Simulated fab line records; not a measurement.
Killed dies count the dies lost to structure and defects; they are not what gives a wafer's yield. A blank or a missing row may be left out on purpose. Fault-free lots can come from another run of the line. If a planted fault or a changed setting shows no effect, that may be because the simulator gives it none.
Matching of chambers    flow n5_finfet    N5_BEOL_M3_ALD_84 on ald_metal-02: 4 sister chambers
The step deposits TaN, pulse time 2 s, purge time 3 s, co reactant purge time 2 s. 8 wafers are shown with their chamber, then 12 later ones without.

WAFERS WITH THEIR CHAMBER
wafer   chamber  heater_power_w (W)
L085.6  3        385
L088.6  2        392
L092.1  1        556
L092.4  0        492
L092.5  2        410
L089.3  1        559
L089.4  3        385
L089.6  0        495

WAFERS WITHOUT THEIR CHAMBER
wafer   heater_power_w (W)
L090.1  375
L090.4  554
L090.6  414
L094.1  379
L094.2  499
L094.3  411
L094.4  554
L094.5  489
L094.6  378
L096.4  398
L096.5  528
L096.6  413

WHICH CHAMBER EACH WENT THROUGH
wafer   from the rows above      in truth
L090.1  3                        3
L090.4  1                        1
L090.6  2                        2
L094.1  3                        3
L094.2  0                        0
L094.3  2                        2
L094.4  1                        1
L094.5  0                        0
L094.6  3                        3
L096.4  can't be placed: 2 or 3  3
L096.5  can't be placed: 1 or 0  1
L096.6  2                        2
Correctly placed: 10 of 12. Unplaceable from these rows: 2, with the true chamber sitting among the candidates in 2. Number placed wrongly: 0.
How it was worked out, from the rows above alone: a wafer's distance from a chamber is the root of the sum, over the readings, of the square of ((its reading less the chamber's mean) divided by the reading's scatter). The wafer belongs to the nearest chamber; if the next one is less than 2 further off, it can't be placed. The mean given for a chamber averages the wafers shown for that chamber. The scatter is the square root of a quotient: the sum, over the shown wafers, of each reading's squared deviation from its chamber's mean, divided by wafers minus chambers.
